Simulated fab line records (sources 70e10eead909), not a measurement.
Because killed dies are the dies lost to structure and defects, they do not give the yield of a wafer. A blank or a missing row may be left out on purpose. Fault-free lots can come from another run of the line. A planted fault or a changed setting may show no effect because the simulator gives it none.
Comparing a struck lot with a sound one + flow nand_harc + 14 out of 1159 route steps
Sound: these wafers, L603.3, L603.4, L603.6. The struck wafers were L618.3, L618.4, L618.5. Last of all comes the cause.
Each step with rows lists, per side, the tool, then ch with its chambers, then its first start. Under that, the readings that differ: sound wafers + struck wafers + difference of the means + sigmas: that difference in standard deviations of wafers without a fault.
alike: words and numbers the same on both sides, and readings whose means are apart by under 2 such deviations; not compared: readings that were withheld, readings missing a value for some wafer, numbers with overlapping values and no deviation given by the record, and bounds like >300 which may hide the same value.
The two part at a step that has a row with sigmas, a row that says differs or no value, or rows on one side only. Numbers that don't overlap but have no deviation are shown without sigmas and don't part them. Lack of a reading on every wafer of one side parts them only where that side has two or more wafers.

NHARC_A_SOURCE_PLATE_THK_MEAS_09: measures by ellipsometry.
  sound: film_metro-01 at day 7 12:58; struck: film_metro-02 at day 11 12:38
  alike: thk_nm
then, 3 steps without rows for these wafers: NHARC_A_SOURCE_PLATE_PVD_04 (deposits WSi2, target thk 50 nm); NHARC_A_SOURCE_PLATE_CVD_03 (deposits poly-Si, target thk 200 nm, time 4000 s); NHARC_A_SOURCE_PLATE_ANNEAL_05 (time 1800 s).
NHARC_A_SOURCE_PLATE_THK_MEAS_06: measures by ellipsometry.
  sound: film_metro-01 at day 8 00:53; struck: film_metro-01 at day 12 01:48
| reading     | sound             | struck            | difference | sigmas |
|-------------|-------------------|-------------------|------------|--------|
| thk_nm (nm) | 202.1 204.6 204.2 | 201.0 197.7 198.8 | -4.5       | -2     |
NHARC_A_SOURCE_PLATE_INSPECT_08:
  sound: defect_inspect-02 at day 8 00:58; struck: defect_inspect-02 at day 12 01:52
  alike: raw_defect_count
next comes 1 step that has no rows for these wafers: NHARC_A_ONON_D1_DEP_00 (target thickness 1000 nm).
NHARC_A_ONON_D1_THK_MEAS_02: measures by ellipsometry.
  sound: film_metro-02 at day 8 01:34; struck: film_metro-01 at day 12 02:26
  alike: thk_nm
next comes 1 step that has no rows for these wafers: NHARC_A_ONON_D1_DEP_03 (target thickness 1000 nm).
NHARC_A_ONON_D1_THK_MEAS_05: measures by ellipsometry.
  sound: film_metro-02 at day 8 02:08; struck: film_metro-02 at day 12 03:01
  alike: thk_nm
NHARC_A_ONON_D1_DEP_06: target thk 1000 nm.
  sound on pecvd_onon-03 ch 0, day 8 02:18; struck on pecvd_onon-02 ch 0, day 12 03:11
  alike: sih4_flow_sccm, susceptor_temp_C
NHARC_A_ONON_D1_THK_MEAS_08: measures by ellipsometry.
  sound: film_metro-01 at day 8 02:41; struck: film_metro-02 at day 12 03:34
| reading     | sound       | struck      | difference | sigmas |
|-------------|-------------|-------------|------------|--------|
| thk_nm (nm) | 979 979 979 | 603 603 606 | -375       | -44    |
next comes 1 step that has no rows for these wafers: NHARC_A_ONON_D1_DEP_09 (target thickness 1000 nm).
-- record jumps: 12 days between struck wafers' starts before vs after; left off in module A_ONON_D1, resumes in module END, first step shown is number 1159 of the route --
NHARC_END_SORT_01:
  at this point the record logs the struck wafers (prober-01 ch 0, day 23 17:32) and has no rows for the sound ones

WHERE THEY PART
At NHARC_A_SOURCE_PLATE_THK_MEAS_06 first; at NHARC_END_SORT_01 last (within this record only).

WHY: whatever the simulator had introduced
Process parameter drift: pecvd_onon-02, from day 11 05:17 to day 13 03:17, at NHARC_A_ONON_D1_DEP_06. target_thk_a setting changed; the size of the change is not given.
